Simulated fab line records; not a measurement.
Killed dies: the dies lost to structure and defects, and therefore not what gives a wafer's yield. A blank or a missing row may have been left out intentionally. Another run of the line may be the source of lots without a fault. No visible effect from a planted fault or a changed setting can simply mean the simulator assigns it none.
Matching of chambers + flow n5_finfet + rie_si-01 running N5_BEOL_M0_SAQP_MANDREL_ETCH_103: 4 sister chambers
The step etches a-Si in HBr/Cl2, stops on SiCN, target depth 45 nm, bt time 10 s, time 27 s. 4 wafers are shown with their chamber, then 9 later ones without.

WAFERS PAIRED WITH THEIR CHAMBERS
| wafer  | chamber | drypump_motor_current_A (A) |
|--------|---------|-----------------------------|
| L085.4 | 3       | 5.8                         |
| L086.1 | 0       | 5.4                         |
| L086.2 | 1       | 6.3                         |
| L086.4 | 2       | 6.3                         |

WAFERS WITHOUT THEIR CHAMBER
| wafer  | drypump_motor_current_A (A) |
|--------|-----------------------------|
| L089.1 | 6.3                         |
| L089.3 | 5.4                         |
| L089.6 | 6.2                         |
| L093.3 | 5.8                         |
| L093.4 | 6.3                         |
| L093.5 | 5.4                         |
| L096.1 | 6.3                         |
| L096.4 | 6.3                         |
| L096.5 | 5.4                         |

EACH ONE'S CHAMBER
| wafer  | from the rows above     | in truth |
|--------|-------------------------|----------|
| L089.1 | can't be placed: 1 or 2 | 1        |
| L089.3 | 0                       | 0        |
| L089.6 | can't be placed: 1 or 2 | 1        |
| L093.3 | 3                       | 3        |
| L093.4 | can't be placed: 1 or 2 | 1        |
| L093.5 | 0                       | 0        |
| L096.1 | can't be placed: 1 or 2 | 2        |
| L096.4 | can't be placed: 1 or 2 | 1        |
| L096.5 | 0                       | 0        |
Placed correctly: 4 of 9. Not placeable from these rows: 5 (in 5, the candidates include the true chamber). Wrongly placed: 0.
How it was worked out, from the rows above alone: a wafer's distance from a chamber is the root of the sum, over the readings, of the square of ((its reading less the chamber's mean) divided by the reading's scatter). The wafer belongs to the nearest chamber; if the next one is less than 2 further off, it can't be placed. Each chamber's mean is taken over the wafers shown for it. The scatter: root of mean squared gap, hidden wafer to nearest shown wafer, with one shown wafer a chamber.
